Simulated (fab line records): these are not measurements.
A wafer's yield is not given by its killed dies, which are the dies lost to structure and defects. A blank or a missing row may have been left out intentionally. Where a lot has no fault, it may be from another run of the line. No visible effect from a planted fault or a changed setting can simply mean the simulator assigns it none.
Code-filled problem report in 8D (eight disciplines) form + flow nandHarc + the parts of the form that need people (team, actions taken, sign-off) are left out

1. THE PROBLEM
killedAtArray at NHARC_END_SORT_01 reads a mean of 670 on 6 wafers of 2 lots; wafers without a fault read 58 with a standard deviation of 20. Relative to the usual mean, that is a shift of +31 standard deviations.
Earliest sighting: wafer L887.4 on prober-01 at day 32 00:02. At this step, 21 wafers from 7 lots have a number in the record. The rule behind "out" and "out of limits": a value lying over 4 standard deviations away from the usual mean. The other wafers with a number count as sound.

2. WHAT IT IS AND WHAT IT IS NOT
| question                    | is                        | is not                                     |
|-----------------------------|---------------------------|--------------------------------------------|
| which readings at this step | killedAtArray, killedDies | killedAtPeriphery, killedOpen, killedShort |
| which lots                  | L887, L888                | L868, L871, L874, L878, L879               |
| which wafers of those lots  | all that have a number    | -                                          |
| read on which gauges        | prober-01, prober-02      | -                                          |
| when                        | from day 32 00:02         | up to then (15 sound wafers)               |

3. WHAT RULES OUT EACH SUSPECT
Counting: a tool at a process step up to the reading stays a suspect if it ran every lot that is out and no sound lot after the first of them.
- the gauge at NHARC_END_SORT_01: ruled out. The wafers that are out were read on 2 gauges (prober-01, prober-02).
- rieDiel-06 at NHARC_A_STAIRCASE_TRIM_220 (chemistry O2, time 211.2 s): kept. All lots that are out passed through it, beginning with L887 at day 23 15:01, and no sound lot followed; its final sound lot before that point was L878 at day 20 07:16.
- rieDiel-06 at NHARC_A_STAIRCASE_ETCH_223 (etches the open film in C4F8/O2, target depth 100 nm, time 40.5 s): kept. All lots that are out passed through it, beginning with L887 at day 23 15:25, and no sound lot followed; its final sound lot before that point was L878 at day 20 07:43. Its own readings are out on those wafers: oesProductAu, rfFwdPowerW.
- rieDiel-06 at NHARC_A_STAIRCASE_TRIM_226 (chemistry O2, time 211.2 s): kept. All lots that are out passed through it, beginning with L887 at day 32 00:02, and no sound lot followed; its final sound lot before that point was L878 at day 28 10:50. With no start given for some of its lots, NHARC_A_STAIRCASE_TRIM_226 uses the hours and lot order of NHARC_END_SORT_01.
After the count, these remain: rieDiel-06 at NHARC_A_STAIRCASE_TRIM_220, rieDiel-06 at NHARC_A_STAIRCASE_ETCH_223 and rieDiel-06 at NHARC_A_STAIRCASE_TRIM_226.

4. THE CAUSE (what the simulator had put in)
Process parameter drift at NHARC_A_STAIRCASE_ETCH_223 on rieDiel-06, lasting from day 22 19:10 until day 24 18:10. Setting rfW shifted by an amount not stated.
Counting leaves 3 suspects; this tool is one of them.

5. THE CHAIN OF EFFECTS, in route order
Each row: a reading where the mean over the struck wafers with a number is more than 3 standard deviations away from the usual. Only readings for which the record gives a usual standard deviation are gone through. hours: the time from each lot's start at the first step in this table that gives one to its start at this step, as a median over the lots. sigmas: the change in usual standard deviations.
| hours | step                       | reading       | usual      | on struck wafers | change | sigmas |
|-------|----------------------------|---------------|------------|------------------|--------|--------|
| 0     | NHARC_A_STAIRCASE_ETCH_223 | oesProductAu  | 0.939 a.u. | 1.154            | +0.215 | +18    |
| 0     | NHARC_A_STAIRCASE_ETCH_223 | rfFwdPowerW   | 592 W      | 828              | +236   | +64    |
| 201   | NHARC_END_SORT_01          | killedAtArray | 58         | 670              | +612   | +31    |
| 201   | NHARC_END_SORT_01          | killedDies    | 63         | 677              | +614   | +31    |
Here are the process steps it includes:
- NHARC_A_STAIRCASE_ETCH_223: etches the open film in C4F8/O2, target depth 100 nm, time 40.5 s.

6. HOW IT WOULD HAVE BEEN CAUGHT EARLIER
Counted from the fault's start at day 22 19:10, it took 221 hours until the first out-of-limits reading at a measuring or inspecting step in this record, taken at day 32 00:02.
The tool's own readings at NHARC_A_STAIRCASE_ETCH_223 were out on every struck wafer that the step has a row for (oesProductAu, rfFwdPowerW): an alarm limit on them would have fired on the first of those.
The start of NHARC_A_STAIRCASE_ETCH_223 on rieDiel-06 came by day 32 00:02 for every one of the lots that are out (2). Holding the tool at that point would not have protected any of them.
